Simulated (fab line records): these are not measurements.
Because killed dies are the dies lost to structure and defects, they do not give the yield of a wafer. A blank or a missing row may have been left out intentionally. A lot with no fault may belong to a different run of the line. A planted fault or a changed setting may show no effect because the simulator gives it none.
What tool caused it? || flow nandHarc || 13 lots, 37 wafers sampled, at 5 steps of a route of 1159

== WHAT EACH GAUGE READ, for each wafer ==
No reading from a measuring or inspecting step in the record can be judged against a usual standard deviation.

== WHAT TOOL EACH LOT RAN ON (gives the tool, then ch and the chambers of the sampled wafers, and finally the start) ==
{"lot": "L720", "NHARC_P_M1_ANNEAL_31": "rtpAnneal-01 ch 0, day 6 02:10", "NHARC_P_M2_PRE_CLEAN_30": "pvdSputter-03, day 6 05:56 or earlier", "NHARC_P_M2_ECD_22": "ecdCu-01 ch 0,1, day 6 05:56", "NHARC_P_M2_CMP_23": "cmp-01 ch 0,1,2, day 6 06:40", "NHARC_P_BONDPAD_DEP_00": "pecvd-01 ch 1,2, day 6 07:45"}
{"lot": "L719", "NHARC_P_M1_ANNEAL_31": "rtpAnneal-02 ch 0, day 6 07:42", "NHARC_P_M2_PRE_CLEAN_30": "pvdSputter-01, day 6 11:54 or earlier", "NHARC_P_M2_ECD_22": "ecdCu-02 ch 0,1, day 6 11:54", "NHARC_P_M2_CMP_23": "cmp-04 ch 1,2,3, day 6 12:45", "NHARC_P_BONDPAD_DEP_00": "pecvd-03 ch 0,1,2, day 6 13:49"}
{"lot": "L721", "NHARC_P_M1_ANNEAL_31": "rtpAnneal-02 ch 0, day 6 19:17", "NHARC_P_M2_PRE_CLEAN_30": "pvdSputter-02, day 6 23:18 or earlier", "NHARC_P_M2_ECD_22": "ecdCu-02 ch 0,1, day 6 23:18", "NHARC_P_M2_CMP_23": "cmp-03 ch 1,2, day 6 23:54", "NHARC_P_BONDPAD_DEP_00": "pecvd-01 ch 0,2, day 7 00:58"}
{"lot": "L724", "NHARC_P_M1_ANNEAL_31": "rtpAnneal-01 ch 0, day 7 01:49", "NHARC_P_M2_PRE_CLEAN_30": "pvdSputter-03, day 7 05:36 or earlier", "NHARC_P_M2_ECD_22": "ecdCu-02 ch 0,1, day 7 05:36", "NHARC_P_M2_CMP_23": "cmp-04 ch 1,2,3, day 7 06:16", "NHARC_P_BONDPAD_DEP_00": "pecvd-01 ch 0,1,2, no start"}
{"lot": "L726", "NHARC_P_M1_ANNEAL_31": "rtpAnneal-02 ch 0, day 7 21:50", "NHARC_P_M2_PRE_CLEAN_30": "pvdSputter-01, day 8 01:56 or earlier", "NHARC_P_M2_ECD_22": "ecdCu-02 ch 0,1, day 8 01:56", "NHARC_P_M2_CMP_23": "cmp-03 ch 0,1,2, day 8 02:41", "NHARC_P_BONDPAD_DEP_00": "pecvd-03 ch 0,2, day 8 03:43"}
{"lot": "L727", "NHARC_P_M1_ANNEAL_31": "rtpAnneal-01 ch 0, day 8 02:37", "NHARC_P_M2_PRE_CLEAN_30": "pvdSputter-01, day 8 06:24 or earlier", "NHARC_P_M2_ECD_22": "ecdCu-01 ch 0,1, day 8 06:24", "NHARC_P_M2_CMP_23": "cmp-03 ch 0,1,2, day 8 07:05", "NHARC_P_BONDPAD_DEP_00": "pecvd-03 ch 1,2, day 8 08:06"}
{"lot": "L728", "NHARC_P_M1_ANNEAL_31": "rtpAnneal-02 ch 0, day 8 10:48", "NHARC_P_M2_PRE_CLEAN_30": "pvdSputter-01, day 8 14:49 or earlier", "NHARC_P_M2_ECD_22": "ecdCu-01 ch 0,1, day 8 14:49", "NHARC_P_M2_CMP_23": "cmp-04 ch 0,1,2, day 8 15:32", "NHARC_P_BONDPAD_DEP_00": "pecvd-02 ch 0,1,2, no start"}
{"lot": "L729", "NHARC_P_M1_ANNEAL_31": "rtpAnneal-02 ch 0, day 8 16:20", "NHARC_P_M2_PRE_CLEAN_30": "pvdSputter-02, day 8 20:10 or earlier", "NHARC_P_M2_ECD_22": "ecdCu-02 ch 0,1, day 8 20:10", "NHARC_P_M2_CMP_23": "cmp-01 ch 2,3, day 8 20:50", "NHARC_P_BONDPAD_DEP_00": "pecvd-02 ch 0,1,2, day 8 21:56"}
{"lot": "L731", "NHARC_P_M1_ANNEAL_31": "rtpAnneal-01 ch 0, day 9 09:30", "NHARC_P_M2_PRE_CLEAN_30": "pvdSputter-02, day 9 13:22 or earlier", "NHARC_P_M2_ECD_22": "ecdCu-01 ch 0,1, day 9 13:22", "NHARC_P_M2_CMP_23": "cmp-03 ch 0,3, day 9 13:59", "NHARC_P_BONDPAD_DEP_00": "pecvd-02 ch 0,1, day 9 15:13"}
{"lot": "L734", "NHARC_P_M1_ANNEAL_31": "rtpAnneal-02 ch 0, day 9 18:14", "NHARC_P_M2_PRE_CLEAN_30": "pvdSputter-02, day 9 22:02 or earlier", "NHARC_P_M2_ECD_22": "ecdCu-01 ch 0,1, day 9 22:02", "NHARC_P_M2_CMP_23": "cmp-01 ch 0,1,2, day 9 22:47", "NHARC_P_BONDPAD_DEP_00": "pecvd-03 ch 1,2, day 9 23:49"}
{"lot": "L738", "NHARC_P_M1_ANNEAL_31": "rtpAnneal-01 ch 0, day 10 17:46", "NHARC_P_M2_PRE_CLEAN_30": "pvdSputter-03, day 10 21:35 or earlier", "NHARC_P_M2_ECD_22": "ecdCu-01 ch 0,1, day 10 21:35", "NHARC_P_M2_CMP_23": "cmp-01 ch 0,1, day 10 22:19", "NHARC_P_BONDPAD_DEP_00": "pecvd-03 ch 1,2, no start"}
{"lot": "L740", "NHARC_P_M1_ANNEAL_31": "rtpAnneal-01 ch 0, day 11 08:34", "NHARC_P_M2_PRE_CLEAN_30": "pvdSputter-03, day 11 12:46 or earlier", "NHARC_P_M2_ECD_22": "ecdCu-01 ch 0,1, day 11 12:46", "NHARC_P_M2_CMP_23": "cmp-04 ch 0,1, day 11 13:35", "NHARC_P_BONDPAD_DEP_00": "pecvd-03 ch 0,2, no start"}
{"lot": "L742", "NHARC_P_M1_ANNEAL_31": "rtpAnneal-02 ch 0, day 11 12:45", "NHARC_P_M2_PRE_CLEAN_30": "pvdSputter-01, day 11 16:24 or earlier", "NHARC_P_M2_ECD_22": "ecdCu-02 ch 0,1, day 11 16:24", "NHARC_P_M2_CMP_23": "cmp-01 ch 0,1,2, day 11 17:08", "NHARC_P_BONDPAD_DEP_00": "pecvd-03 ch 1,2, day 11 18:10"}
- NHARC_P_M1_ANNEAL_31: time 90 s.
- NHARC_P_M2_PRE_CLEAN_30: time 30 s.
- NHARC_P_M2_ECD_22: material Cu, target thk 400 nm.
- NHARC_P_M2_CMP_23: polishes, t overpolish 20 s, target thk 144.3 nm.
- NHARC_P_BONDPAD_DEP_00: deposits SiCN, target thk 250 nm.

== AS READ BY THE TOOLS THEMSELVES (means over the sampled wafers that have a number; for cases with no such wafer, the mark the record gives instead) ==
NHARC_P_M1_ANNEAL_31. Usual: wafer_temp_C_max 225.98, standard deviation 0.25.
{"lot": "L720", "tool": "rtpAnneal-01", "wafer_temp_C_max": 225.90, "flag": ""}
{"lot": "L719", "tool": "rtpAnneal-02", "wafer_temp_C_max": 225.82, "flag": ""}
{"lot": "L721", "tool": "rtpAnneal-02", "wafer_temp_C_max": 226.16, "flag": ""}
{"lot": "L724", "tool": "rtpAnneal-01", "wafer_temp_C_max": 226.01, "flag": ""}
{"lot": "L726", "tool": "rtpAnneal-02", "wafer_temp_C_max": 226.01, "flag": ""}
{"lot": "L727", "tool": "rtpAnneal-01", "wafer_temp_C_max": 225.96, "flag": ""}
{"lot": "L728", "tool": "rtpAnneal-02", "wafer_temp_C_max": 226.08, "flag": ""}
{"lot": "L729", "tool": "rtpAnneal-02", "wafer_temp_C_max": 226.15, "flag": ""}
{"lot": "L731", "tool": "rtpAnneal-01", "wafer_temp_C_max": 225.91, "flag": ""}
{"lot": "L734", "tool": "rtpAnneal-02", "wafer_temp_C_max": 225.73, "flag": ""}
{"lot": "L738", "tool": "rtpAnneal-01", "wafer_temp_C_max": 225.91, "flag": ""}
{"lot": "L740", "tool": "rtpAnneal-01", "wafer_temp_C_max": 225.84, "flag": ""}
{"lot": "L742", "tool": "rtpAnneal-02", "wafer_temp_C_max": 225.98, "flag": ""}

NHARC_P_M2_PRE_CLEAN_30. Usual: heaterPowerW 393 W, standard deviation 25.
{"lot": "L720", "tool": "pvdSputter-03", "heaterPowerW (W)": 407, "flag": ""}
{"lot": "L719", "tool": "pvdSputter-01", "heaterPowerW (W)": 397, "flag": ""}
{"lot": "L721", "tool": "pvdSputter-02", "heaterPowerW (W)": 381, "flag": ""}
{"lot": "L724", "tool": "pvdSputter-03", "heaterPowerW (W)": 414, "flag": ""}
{"lot": "L726", "tool": "pvdSputter-01", "heaterPowerW (W)": 406, "flag": ""}
{"lot": "L727", "tool": "pvdSputter-01", "heaterPowerW (W)": 405, "flag": ""}
{"lot": "L728", "tool": "pvdSputter-01", "heaterPowerW (W)": 390, "flag": ""}
{"lot": "L729", "tool": "pvdSputter-02", "heaterPowerW (W)": 383, "flag": ""}
{"lot": "L731", "tool": "pvdSputter-02", "heaterPowerW (W)": 378, "flag": ""}
{"lot": "L734", "tool": "pvdSputter-02", "heaterPowerW (W)": 379, "flag": ""}
{"lot": "L738", "tool": "pvdSputter-03", "heaterPowerW (W)": 412, "flag": ""}
{"lot": "L740", "tool": "pvdSputter-03", "heaterPowerW (W)": 419, "flag": ""}
{"lot": "L742", "tool": "pvdSputter-01", "heaterPowerW (W)": 400, "flag": ""}

NHARC_P_M2_CMP_23. Usual: motorCurrentA 12.9 A, standard deviation 0.92; timeToEndpointS 29.2 s, standard deviation 2.
{"lot": "L720", "tool": "cmp-01", "motorCurrentA (A)": 12.6, "timeToEndpointS (s)": 28.0, "flag": ""}
{"lot": "L719", "tool": "cmp-04", "motorCurrentA (A)": 13.4, "timeToEndpointS (s)": 29.7, "flag": ""}
{"lot": "L721", "tool": "cmp-03", "motorCurrentA (A)": 13.5, "timeToEndpointS (s)": 30.1, "flag": ""}
{"lot": "L724", "tool": "cmp-04", "motorCurrentA (A)": 13.3, "timeToEndpointS (s)": 28.6, "flag": ""}
{"lot": "L726", "tool": "cmp-03", "motorCurrentA (A)": 13.4, "timeToEndpointS (s)": 28.5, "flag": ""}
{"lot": "L727", "tool": "cmp-03", "motorCurrentA (A)": 13.4, "timeToEndpointS (s)": 26.1, "flag": ""}
{"lot": "L728", "tool": "cmp-04", "motorCurrentA (A)": 12.7, "timeToEndpointS (s)": 32.2, "flag": ""}
{"lot": "L729", "tool": "cmp-01", "motorCurrentA (A)": 12.9, "timeToEndpointS (s)": 28.7, "flag": ""}
{"lot": "L731", "tool": "cmp-03", "motorCurrentA (A)": 12.3, "timeToEndpointS (s)": 26.9, "flag": ""}
{"lot": "L734", "tool": "cmp-01", "motorCurrentA (A)": 12.7, "timeToEndpointS (s)": 27.9, "flag": ""}
{"lot": "L738", "tool": "cmp-01", "motorCurrentA (A)": 12.6, "timeToEndpointS (s)": 39.8, "flag": "OFF"}
{"lot": "L740", "tool": "cmp-04", "motorCurrentA (A)": 12.2, "timeToEndpointS (s)": 42.0, "flag": "OFF"}
{"lot": "L742", "tool": "cmp-01", "motorCurrentA (A)": 12.8, "timeToEndpointS (s)": 29.9, "flag": ""}

NHARC_P_BONDPAD_DEP_00. Usual: heaterPowerW 558 W, standard deviation 79.
{"lot": "L720", "tool": "pecvd-01", "heaterPowerW (W)": 522, "flag": ""}
{"lot": "L719", "tool": "pecvd-03", "heaterPowerW (W)": 568, "flag": ""}
{"lot": "L721", "tool": "pecvd-01", "heaterPowerW (W)": 510, "flag": ""}
{"lot": "L724", "tool": "pecvd-01", "heaterPowerW (W)": 604, "flag": ""}
{"lot": "L726", "tool": "pecvd-03", "heaterPowerW (W)": 489, "flag": ""}
{"lot": "L727", "tool": "pecvd-03", "heaterPowerW (W)": 503, "flag": ""}
{"lot": "L728", "tool": "pecvd-02", "heaterPowerW (W)": 577, "flag": ""}
{"lot": "L729", "tool": "pecvd-02", "heaterPowerW (W)": 561, "flag": ""}
{"lot": "L731", "tool": "pecvd-02", "heaterPowerW (W)": 587, "flag": ""}
{"lot": "L734", "tool": "pecvd-03", "heaterPowerW (W)": 556, "flag": ""}
{"lot": "L738", "tool": "pecvd-03", "heaterPowerW (W)": 478, "flag": ""}
{"lot": "L740", "tool": "pecvd-03", "heaterPowerW (W)": 509, "flag": ""}
{"lot": "L742", "tool": "pecvd-03", "heaterPowerW (W)": 519, "flag": ""}

== THE ANSWER, worked out from the rows above alone ==
Rule: a lot is off if the mean of its wafers that have a number lies more than 3 standard deviations from the usual mean. A lot without any number at a reading at which 4 lots or more have one is off too. The other lots that the step has rows for count as sound. After the gauges, taken in route order, come the tools' own readings; for these a lot's mean is taken, as printed above. At the first step where some lot is off, the reading lying furthest off is the one used; lots without a number count as furthest.
Off, at NHARC_P_M2_CMP_23 on timeToEndpointS: L738, L740.
If a tool, at that step or one of the process steps before it, ran each lot that is off and ran no sound lot following the first of them, it fits. Because NHARC_P_M2_PRE_CLEAN_30 lacks a start for some lots, the hours and order of its lots are taken from NHARC_P_M2_ECD_22. Can't be told from this: 3 tools fit, rtpAnneal-01 at NHARC_P_M1_ANNEAL_31, pvdSputter-03 at NHARC_P_M2_PRE_CLEAN_30, ecdCu-01 at NHARC_P_M2_ECD_22.

== WHAT THE SIMULATOR HAD INSERTED ==
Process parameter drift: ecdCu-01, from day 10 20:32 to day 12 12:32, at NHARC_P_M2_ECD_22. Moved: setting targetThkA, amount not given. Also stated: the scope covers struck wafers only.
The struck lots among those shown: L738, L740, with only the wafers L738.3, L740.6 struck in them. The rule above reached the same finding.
